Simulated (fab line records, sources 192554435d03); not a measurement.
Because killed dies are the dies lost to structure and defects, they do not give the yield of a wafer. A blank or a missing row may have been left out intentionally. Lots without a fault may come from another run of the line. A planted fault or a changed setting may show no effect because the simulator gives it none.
Split-lot trial    flow n5 finfet    21 wafers read from 7 lots, route of 1938 steps

== ABOUT THE SPLIT ==
At N5_BEOL_M9_TRENCH_ETCH_37 (etches SiCOH lowk in C4F6/O2, target depth 151.43 nm, time 49 s), the setting bias w was moved away from the recipe's 185 W on 9 of the 21 wafers read, by -16.1% to +15.5%. The other wafers ran this setting at the recipe's value.

== FROM THE SPLIT TO THE READING: what the file shows between them, 2 steps ==
- N5_BEOL_M9_ETCH_41: etches SiCN in CH3F/O2, target depth 36.6 nm, time 70.1 s
- N5_BEOL_M9_STRIP_80: strips in N2/H2, time 10 s

== THE READING ==
trench depth nm, in nm, at N5_BEOL_M9_OCD_MEAS_38. Fault-free wafers of this fab line usually give 152.5 nm, standard deviation 2.2 nm.

wafer   tool, chamber at the split  bias w as run, W  against the recipe  trench depth nm, nm  against lot-mates on the recipe
L075.3  rie diel-03, 3              206.9             +11.8%              159.0                +5.8
L075.4  rie diel-03, 2              206.9             +11.8%              157.0                +3.8
L075.6  rie diel-03, 2              185               recipe              153.2                -
L081.2  rie diel-04, 1              155.2             -16.1%              145.3                -4.1
L081.3  rie diel-04, 3              185               recipe              149.4                -
L081.4  rie diel-04, 0              155.2             -16.1%              141.8                -7.6
L083.2  rie diel-01, 0              185               recipe              153.6                -
L083.3  rie diel-01, 3              185               recipe              152.9                -
L083.5  rie diel-01, 3              185               recipe              153.6                -
L087.1  rie diel-03, 0              185               recipe              150.0                -
L087.2  rie diel-03, 2              185               recipe              150.6                -
L087.5  rie diel-03, 1              185               recipe              149.9                -
L089.2  rie diel-04, 0              197.1             +6.5%               155.4                +1.8
L089.3  rie diel-04, 1              197.1             +6.5%               159.1                +5.5
L089.4  rie diel-04, 2              185               recipe              153.6                -
L091.3  rie diel-04, 1              166               -10.3%              149.9                -2.5
L091.5  rie diel-04, 3              166               -10.3%              148.8                -3.6
L091.6  rie diel-04, 2              185               recipe              152.4                -
L097.3  rie diel-01, 2              185               recipe              155.0                -
L097.4  rie diel-01, 0              185               recipe              153.6                -
L097.5  rie diel-01, 3              213.7             +15.5%              159.6                +5.3

THE FIT
A straight line over all 21 wafers: trench depth nm changes by +0.491 nm for each +1% of bias w; r = +0.91; the points scatter about the line by 1.9 nm.
The same after taking each lot's own level away (the mean of its wafers on the recipe; 21 wafers): +0.37 nm for each +1%; r = +0.95; scatter 1 nm.
On that fit, the largest move of bias w shifts the reading by 6 nm.
The span of the lots' own levels, 149.40 to 154.30 nm, comes to 2.2 times the standard deviation stated above.
In other words, the slope is changed by the lot-to-lot level; the two fits disagree.
Check: for one of the wafers moved furthest among these (-16.1%), held out of the fit, the line's prediction against its lot-mates is -6.27 nm. It came out at -4.1 nm against them.
Tool readings at the split's step, against how far the setting was moved: rf vpp V r = +0.99.

== THESE WAFERS: OTHER SPLITS ==
These wafers also went through other splits before the reading. Each is held against what the fit with the lots' levels taken away leaves over:
other split on the same wafers      wafers away from the commonest value  r with trench depth nm (lot level and that fit taken away)
N5_BEOL_M4_DESCUM_33 time s         9                                     +0.10
N5_BEOL_M4_TRENCH_ETCH_37 time s    4                                     +0.05
N5_BEOL_M5_ETCH_68 time s           7                                     +0.06
N5_BEOL_M5_TRENCH_ETCH_37 bias w    6                                     +0.09
N5_BEOL_M6_ETCH_66 bias w           6                                     -0.23
N5_BEOL_M6_DEP_56 time s            9                                     +0.04
N5_BEOL_M8_PECVD_70 time s          10                                    +0.14
N5_BEOL_M8_VIA_ETCH_34 bias w       10                                    +0.14
N5_BEOL_M8_TRENCH_ETCH_37 source w  5                                     -0.10

== THE WHOLE CHAIN: every reading that the file lists as answering this split, in the file's order ==
step                       what it does                                                     reading                                                                    change (the file's fit)                r (the file's)
N5_BEOL_M9_TRENCH_ETCH_37  etches SiCOH lowk in C4F6/O2, target depth 151.43 nm, time 49 s  rf vpp V                                                                   +5.48 V for each +1% of the setting    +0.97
N5_BEOL_M9_TRENCH_ETCH_37  etches SiCOH lowk in C4F6/O2, target depth 151.43 nm, time 49 s  etch.depth nm (the simulator's own value, which no gauge read)             +0.37 nm for each +1% of the setting   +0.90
N5_BEOL_M9_TRENCH_ETCH_37  etches SiCOH lowk in C4F6/O2, target depth 151.43 nm, time 49 s  BEOL_M9.feature depth nm (the simulator's own value, which no gauge read)  +0.368 nm for each +1% of the setting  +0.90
N5_BEOL_M9_OCD_MEAS_38                                                                      trench depth nm                                                            +0.365 nm for each +1% of the setting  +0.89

== FILE'S OWN FIT ==
trench depth nm changes by +0.365 nm for each +1% of bias w, r = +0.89.
